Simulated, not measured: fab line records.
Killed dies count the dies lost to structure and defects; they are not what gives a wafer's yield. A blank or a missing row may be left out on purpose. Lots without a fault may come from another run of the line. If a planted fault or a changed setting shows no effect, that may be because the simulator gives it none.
A struck lot beside a sound one | flow n5Finfet | 20 steps out of a route of 1938
Sound: these wafers, L205.1, L205.4, L205.6. The struck wafers were L203.3, L203.5, L203.6. The cause is named last.
Order at every step that has rows: each side's tool, ch and its chambers, its first start. Under that, the readings that differ: sound wafers | struck wafers | difference of the means | sigmas: that difference in standard deviations of wafers without a fault.
alike: same words and numbers on both sides, and readings whose means sit less than 2 such deviations apart. not compared: any withheld reading, any reading some wafer has no value for, any bound like >300 that may hide the same value, and any number with overlapping values for which the record gives no deviation.
Wherever a step has rows on one side only, a row that says differs or no value, or a row with sigmas, the two part there. Numbers that have no deviation but don't overlap get no sigmas and don't part them. Lack of a reading on every wafer of one side parts them only where that side has two or more wafers.

first, 8 steps without rows for these wafers: N5_BEOL_M6_CMP_52 (polishes, stops on SiCOH lowk, t overpolish 6.9 s, target thk 80 nm); N5_BEOL_M6_PRE_CLEAN_55 (time 15 s); N5_BEOL_M6_DEP_56 (deposits SiCN from 3MS/NH3, target thk 10 nm, time 17.5 s); N5_BEOL_M7_ILD_DEP_00 (deposits SiCOH lowk from DEMS/porogen, target thk 179.75 nm, time 33.4 s); N5_BEOL_M7_CURE_74 (cures SiCOH lowk, time 240 s); N5_BEOL_M7_PECVD_70 (deposits SiO2 from TEOS/O2, target thk 20 nm, time 22.7 s); N5_BEOL_M7_HM_DEP_02 (deposits TiN, target thk 20 nm); N5_BEOL_M7_COAT_59 (time 60 s, resist thk 100 nm).
N5_BEOL_M7_COAT_60: time 60 s, resist thk 35 nm.
  sound on lithoTrack-02 ch 0, day 14 18:58; struck on lithoTrack-04 ch 0, day 14 14:22
reading                                   | sound                | struck               | difference | sigmas
spinSpeedRpm (rpm)                        | 1499.8 1500.3 1500.2 | 1361.6 1360.7 1361.2 | -138.9     | -99 or more
model.SiARC_of_BEOL_M7_COAT_60.thkNm (nm) | 35 34.8 35           | 36.6 36.6 36.8       | +1.7       | 
  alike: resistLineTempC
then, 7 steps without rows for these wafers: N5_BEOL_M7_COAT_05 (resist thk 90 nm); N5_BEOL_M7_EBR_07; N5_BEOL_M7_SOFTBAKE_06 (time 60 s); N5_BEOL_M7_EXPOSE_08 (exposes mask M7); N5_BEOL_M7_PEB_09 (peb time 60 s); N5_BEOL_M7_DEVELOP_10 (develop time 30 s); N5_BEOL_M7_DESCUM_16 (chemistry O2, time 7.9 s).
N5_BEOL_M7_ETCH_61: etches SiARC in CF4, target depth 45.5 nm, time 75.8 s.
  sound on rieDiel-02 ch 0,2, day 14 19:37; struck on rieDiel-06 ch 1,2, day 14 14:47
reading                                     | sound             | struck            | difference | sigmas
etchRfOnTimeS (s)                           | 76.4 75.6 76.1    | 80.1 83.0 80.2    | +5.1       | +4
model.etch.depthNm (nm)                     | 34.92 34.85 34.91 | 36.67 36.65 36.72 | +1.79      | 
model.CAR-ArF_of_BEOL_M7_COAT_05.thkNm (nm) | 50.8 51 51        | 50 49.8 49.4      | -1         | 
  alike: drypumpMotorCurrentA, oesProductAu, rfVppV, showerheadPlenumPTorr, throttleValvePct
  not compared: rfHoursCounterH
N5_BEOL_M7_ETCH_62: etches SOC in N2/H2, target depth 110 nm, overetch 22 nm, time 165 s.
  sound on rieDiel-02 ch 0,2, day 14 19:40; struck on rieDiel-06 ch 1,2, day 14 14:50
reading                                   | sound          | struck     | difference | sigmas
model.SiARC_of_BEOL_M7_COAT_60.thkNm (nm) | 28.2 28.2 28.4 | 30 30.4 30 | +2         | 
  alike: drypumpMotorCurrentA, oesProductAu, rfVppV, showerheadPlenumPTorr, throttleValvePct
  not compared: rfHoursCounterH
then, 2 steps without rows for these wafers: N5_BEOL_M7_STRIP_68 (strips in N2/H2); N5_PASSIVATION_PROBE_49.

WHERE THEY PART
Earliest at N5_BEOL_M7_COAT_60; latest, in this record, at N5_BEOL_M7_ETCH_61. Later steps at which nothing parts them and some readings are alike: N5_BEOL_M7_ETCH_62.

WHY: whatever the simulator had introduced
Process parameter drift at N5_BEOL_M7_COAT_60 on lithoTrack-04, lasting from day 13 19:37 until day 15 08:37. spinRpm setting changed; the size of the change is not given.
